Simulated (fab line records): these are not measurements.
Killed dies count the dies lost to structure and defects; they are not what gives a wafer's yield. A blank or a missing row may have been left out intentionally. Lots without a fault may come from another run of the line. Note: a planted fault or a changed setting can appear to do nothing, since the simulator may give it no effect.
A lot that was struck, set against a sound lot + flow nandHarc + 13 out of 1302 route steps
Sound: these wafers, L943.2, L943.3, L943.4. The struck wafers were L946.1, L946.2, L946.4. At the end, the cause is stated.
Each step with rows lists, per side, the tool, then ch with its chambers, then its first start. Under that, the readings that differ: sound wafers + struck wafers + difference of the means + sigmas: that difference in standard deviations of wafers without a fault.
alike: readings whose means differ by less than 2 such deviations, and words and numbers that are the same on both sides. not compared: withheld readings, readings that some wafer has no value for, bounds like >300 that may hide the same value, and numbers for which the record gives no deviation and whose values overlap.
The two part at a step that has a row with sigmas, a row that says differs or no value, or rows on one side only. Numbers that have no deviation but don't overlap get no sigmas and don't part them. A reading that every wafer of one side lacks parts them only if that side has two wafers or more.

first, 1 step without rows for these wafers: NHARC_A_SLIT_STRIP_28 (strips in O2/COS).
NHARC_A_SLIT_ETCH_29: etches the open film in CF4/O2, target depth 100 nm, overetch 10 nm, time 55 s.
  sound on rieDiel-04 ch 1,2,3, day 21 08:08; struck on rieDiel-04 ch 0,1,3, day 21 22:16
| reading             | sound | struck | difference | sigmas |
|---------------------|-------|--------|------------|--------|
| rfHoursCounterH (h) | 7 7 7 | 8 9 8  | +1         |        |
  alike: drypumpMotorCurrentA, oes_ar_750_au, oesProductAu, rfFwdPowerW, rfVppV, showerheadPlenumPTorr, throttleValvePct
NHARC_A_SLIT_STRIP_18: strips in O2.
  sound on rieDiel-04 ch 1,2,3; struck on rieDiel-04 ch 0,1,2
  alike: drypumpMotorCurrentA, oesProductAu, rfVppV, showerheadPlenumPTorr, throttleValvePct
  not compared: rfHoursCounterH
then, 2 steps without rows for these wafers: NHARC_A_SLIT_PRECLEAN_19 (cleans in SC1); NHARC_A_SLIT_SRD_20.
NHARC_A_SLIT_CD_MEAS_21:
  sound: cdSem-03 at day 21 08:40; struck: cdSem-01 at day 21 22:48
  alike: cdNm
then, 3 steps without rows for these wafers: NHARC_A_SIN_REMOVE_WET_00 (chemistry H3PO4, time 15300 s); NHARC_A_SIN_REMOVE_PRECLEAN_01 (cleans in SC1); NHARC_A_SIN_REMOVE_SRD_02.
NHARC_A_SIN_REMOVE_INSPECT_04:
  sound: defectInspect-01 at day 21 13:50; struck: defectInspect-02 at day 22 05:28
  alike: rawDefectCount
NHARC_A_WL_FILL_ALD_00: deposits Al2O3, target thk 3 nm, pulse time 3 s, ald cycles 30.
  sound on aldHk-01 ch 0,1,2, day 21 13:56; struck on aldHk-02 ch 0,1,3, day 22 05:35
  alike: heaterPowerOuterW, heaterPowerW, precursorPulseHeightRel
NHARC_A_WL_FILL_RTA_01: time 5 s.
  sound on rtpAnneal-02 ch 0, day 21 14:12; struck on rtpAnneal-01 ch 0, day 22 05:58
| reading             | sound                | struck            | difference | sigmas |
|---------------------|----------------------|-------------------|------------|--------|
| lampPowerPct (%)    | 31.0 31.1 31.0       | 28.6 28.6 28.6    | -2.4       | -5     |
| lamp_zone_1_pct (%) | 31.1 31.1 31.0       | 28.6 28.6 28.6    | -2.5       | -5     |
| lamp_zone_2_pct (%) | 31.0 31.1 31.0       | 28.6 28.6 28.6    | -2.4       | -5     |
| lamp_zone_3_pct (%) | 31.1 31.0 31.1       | 28.6 28.6 28.6    | -2.5       | -5     |
| lamp_zone_4_pct (%) | 31.0 31.1 31.0       | 28.5 28.6 28.5    | -2.5       | -5     |
| lamp_zone_5_pct (%) | 31.1 31.0 31.0       | 28.6 28.6 28.6    | -2.4       | -5     |
| lamp_zone_6_pct (%) | 31.0 31.0 31.0       | 28.5 28.5 28.5    | -2.5       | -5     |
| lamp_zone_7_pct (%) | 31.6 31.5 31.5       | 29.1 29.1 29.1    | -2.4       | -4     |
| wafer_temp_C_max    | 1003.3 1003.8 1002.9 | 960.7 960.6 960.8 | -42.6      | -58    |
NHARC_A_WL_FILL_ALD_02: deposits TiN, target thk 2 nm, pulse time 3 s, ald cycles 100.
  sound on aldMetal-03 ch 1,2,3, day 21 14:25; struck on aldMetal-02 ch 0,1,2, day 22 06:10
  alike: heaterPowerOuterW, heaterPowerW, precursorPulseHeightRel

== WHERE THEY PART ==
Only at NHARC_A_WL_FILL_RTA_01, within this record. Later steps at which nothing parts them and some readings are alike: NHARC_A_WL_FILL_ALD_02.

WHY: what had been put in by the simulator
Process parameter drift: rtpAnneal-01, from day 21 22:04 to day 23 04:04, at NHARC_A_WL_FILL_RTA_01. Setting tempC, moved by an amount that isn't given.
